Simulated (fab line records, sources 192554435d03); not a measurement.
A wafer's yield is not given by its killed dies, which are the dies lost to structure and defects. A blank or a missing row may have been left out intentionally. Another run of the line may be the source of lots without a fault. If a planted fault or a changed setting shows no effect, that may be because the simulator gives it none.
Comparing a struck lot with a sound one    flow n5Finfet    14 out of 1938 route steps
Sound: these wafers, L566.1, L566.2, L566.4. The struck wafers were L558.2, L558.3, L558.4. The cause is named last.
For every step that has rows: the tool of each side, followed by ch and its chambers, followed by its first start. Under that, the readings that differ: sound wafers    struck wafers    difference of the means    sigmas: that difference in standard deviations of wafers without a fault.
alike: readings with means less than 2 such deviations apart, plus words and numbers identical on both sides. not compared: withheld readings, readings lacking a value on some wafer, bounds such as >300 that could conceal the same value, and numbers that have no deviation in the record and whose values overlap.
The two part at a step that has a row with sigmas, a row that says differs or no value, or rows on one side only. Numbers that don't overlap but have no deviation are shown without sigmas and don't part them. Lack of a reading on every wafer of one side parts them only where that side has two or more wafers.

N5_BEOL_M12_CMP_49: polishes, stops on SiOC, t overpolish 20.6 s, target thk 320 nm.
  sound on cmp-03 ch 0,2,3, day 16 01:35; struck on cmp-03 ch 0,1,2, day 13 19:59
  alike: barrierFieldEndpointS, motorCurrentA, overpolishRunS, platenRpm
N5_BEOL_M12_THK_MEAS_50: measures by xrf.
  struck on filmMetro-02, day 13 20:17; sound on filmMetro-02, day 16 01:53
  alike: M12_THK
then, 1 step without rows for these wafers: N5_BEOL_M12_PRE_CLEAN_52 (time 15 s).
N5_BEOL_M12_DEP_53: deposits SiCN from 3MS/NH3, target thk 30 nm, time 10.5 s.
  sound on pecvd-02 ch 1,2, day 16 01:56; struck on pecvd-03 ch 0,2, day 13 20:21
  alike: showerheadPlenumPTorr, throttleValvePct
N5_BEOL_M12_RS_MEAS_54: measures by four-point-probe.
  struck on filmMetro-01, day 13 20:25; sound on filmMetro-01, day 16 02:01
  alike: M12_RS
N5_BEOL_M12_INSPECT_55: inspects for defects (darkfield).
  struck on defectInspect-01, day 13 20:26; sound on defectInspect-02, day 16 02:02
  alike: rawDefectCount
N5_BEOL_M13_ILD_DEP_00: deposits SiOC from DEMS/O2, target thk 837.92 nm, time 166.4 s.
  sound on pecvd-03 ch 0,1, day 16 02:04; struck on pecvd-02 ch 1,2, day 13 20:28
  alike: heaterPowerW, showerheadPlenumPTorr, susceptorTempC, throttleValvePct
N5_BEOL_M13_THK_MEAS_01:
  struck on filmMetro-01, day 13 20:37; sound on filmMetro-02, day 16 02:13
  alike: M13_ILD_THK
then, 4 steps without rows for these wafers: N5_BEOL_M13_COAT_58 (time 60 s, resist thk 89 nm); N5_BEOL_M13_COAT_04 (resist thk 400 nm); N5_BEOL_M13_EBR_06; N5_BEOL_M13_SOFTBAKE_05 (time 60 s).
N5_BEOL_M13_EXPOSE_07: exposes mask V12.
  struck on krfScanner-02, day 13 20:46; sound on krfScanner-02 ch 0, day 16 02:21
  no value came back on the struck wafers for exposureDoseMJCm2, focusOffsetNm (nm), sigmaOuter; on the sound wafers exposureDoseMJCm2 reads 24.803 24.787 24.792
  alike: mask
then, 1 step without rows for these wafers: N5_BEOL_M13_PEB_08 (peb time 90 s).

WHERE THEY PART
N5_BEOL_M13_EXPOSE_07 only, going by this record.

WHY: what had been put in by the simulator
At N5_BEOL_M13_EXPOSE_07, the step was skipped entirely on krfScanner-02 from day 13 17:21 on. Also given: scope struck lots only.
